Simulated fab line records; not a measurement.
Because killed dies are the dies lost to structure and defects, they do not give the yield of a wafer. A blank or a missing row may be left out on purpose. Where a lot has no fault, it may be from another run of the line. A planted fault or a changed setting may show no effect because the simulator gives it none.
Lot-split experiment | flow n5 finfet | 7 lots, 21 wafers read, on a route of 1938 steps

## ON THE SPLIT
At N5_BEOL_M0_SAQP_EXPOSE_37 (exposes mask M0 CUT1, target cd 30 nm), the setting dose mj was moved away from the recipe's 44.75 on 8 of the 21 wafers read, by -6.3% to +6.7%. This setting was run at the recipe's value on the other wafers.

## FROM THE SPLIT TO THE READING: what the file shows between them, 2 steps
- N5_BEOL_M0_SAQP_PEB_38: peb time 60 s
- N5_BEOL_M0_SAQP_DEVELOP_39: develop time 30 s

## THE READING
At N5_BEOL_M0_SAQP_CD_MEAS_40: cd nm in nanometres, against a target cd of 30 nm. A value of 29.94 nm with a standard deviation of 0.24 nm is what fault-free wafers of this fab line usually give.

wafer  | tool, chamber at the split | dose mj as run | against the recipe | cd nm, nm | against lot-mates on the recipe
L075.1 | euv scanner-02, 0          | 41.92          | -6.3%              | 28.45     | -1.41
L075.3 | euv scanner-02, 0          | 44.75          | recipe             | 29.88     | -
L075.6 | euv scanner-02, 0          | 44.75          | recipe             | 29.84     | -
L077.1 | euv scanner-01, 0          | 44.75          | recipe             | 30.01     | -
L077.2 | euv scanner-01, 0          | 42.79          | -4.4%              | 28.97     | -1.04
L077.5 | euv scanner-01, 0          | 42.79          | -4.4%              | 29.05     | -0.96
L078.2 | euv scanner-02, 0          | 44.75          | recipe             | 30.13     | -
L078.3 | euv scanner-02, 0          | 45.96          | +2.7%              | 30.63     | +0.50
L078.4 | euv scanner-02, 0          | 45.96          | +2.7%              | 30.45     | +0.32
L081.2 | euv scanner-01, 0          | 47.77          | +6.7%              | 30.95     | +1.12
L081.3 | euv scanner-01, 0          | 44.75          | recipe             | 29.81     | -
L081.5 | euv scanner-01, 0          | 44.75          | recipe             | 29.84     | -
L090.4 | euv scanner-02, 0          | 44.75          | recipe             | 30.28     | -
L090.5 | euv scanner-02, 0          | 47.2           | +5.5%              | 31.05     | +1.00
L090.6 | euv scanner-02, 0          | 44.75          | recipe             | 29.83     | -
L091.2 | euv scanner-01, 0          | 44.75          | recipe             | 29.74     | -
L091.5 | euv scanner-01, 0          | 44.75          | recipe             | 30.00     | -
L091.6 | euv scanner-01, 0          | 44.75          | recipe             | 30.34     | -
L092.2 | euv scanner-01, 0          | 44.75          | recipe             | 30.16     | -
L092.3 | euv scanner-01, 0          | 47.53          | +6.2%              | 31.12     | +1.07
L092.6 | euv scanner-01, 0          | 44.75          | recipe             | 29.95     | -

FIT RESULTS
A straight line over all 21 wafers: cd nm changes by +0.198 nm for each +1% of dose mj; r = +0.96; the points scatter about the line by 0.19 nm.
The same after taking each lot's own level away (the mean of its wafers on the recipe; 21 wafers): +0.193 nm for each +1%; r = +0.97; scatter 0.15 nm.
That fit puts the effect of the largest move of dose mj on the reading at 1.3 nm.
The span of the lots' own levels, 29.825 to 30.130 nm, comes to 1.3 times the standard deviation stated above.
Hence the lot-to-lot level has little effect on the slope; both slopes agree.
Check: for one of the wafers moved furthest among these (+6.7%), held out of the fit, the line's prediction against its lot-mates is +1.29 nm. Against them it came out at +1.12 nm.

## THE WHOLE CHAIN: every reading that the file lists as answering this split, in the file's order
step                        | what it does                                                           | reading                                                             | change (the file's fit)               | r (the file's)
N5_BEOL_M0_SAQP_CD_MEAS_40  | target cd 30 nm                                                        | cd nm                                                               | +0.188 nm for each +1% of the setting | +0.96
N5_BEOL_M0_SAQP_DESCUM_45   | chemistry O2, time 7 s                                                 | BEOL_M0_SAQP.cd nm (the simulator's own value, which no gauge read) | +0.2 nm for each +1% of the setting   | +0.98
N5_BEOL_M0_SAQP_ETCH_88     | etches underlayer in N2/H2, target depth 6.5 nm, time 5.2 s            | BEOL_M0_SAQP.cd nm (the simulator's own value, which no gauge read) | +0.191 nm for each +1% of the setting | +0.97
N5_BEOL_M0_SAQP_CUT_ETCH_46 | etches SOC in N2/H2, target depth 135 nm, overetch 27 nm, time 202.5 s | BEOL_M0_SAQP.cd nm (the simulator's own value, which no gauge read) | +0.228 nm for each +1% of the setting | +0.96
N5_BEOL_M0_SAQP_ETCH_49     | etches SiO2 in CF4/O2, target depth 37 nm                              | BEOL_M0_SAQP.cd nm (the simulator's own value, which no gauge read) | +0.214 nm for each +1% of the setting | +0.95

## FILE'S OWN FIT
cd nm changes by +0.188 nm for each +1% of dose mj, r = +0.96.
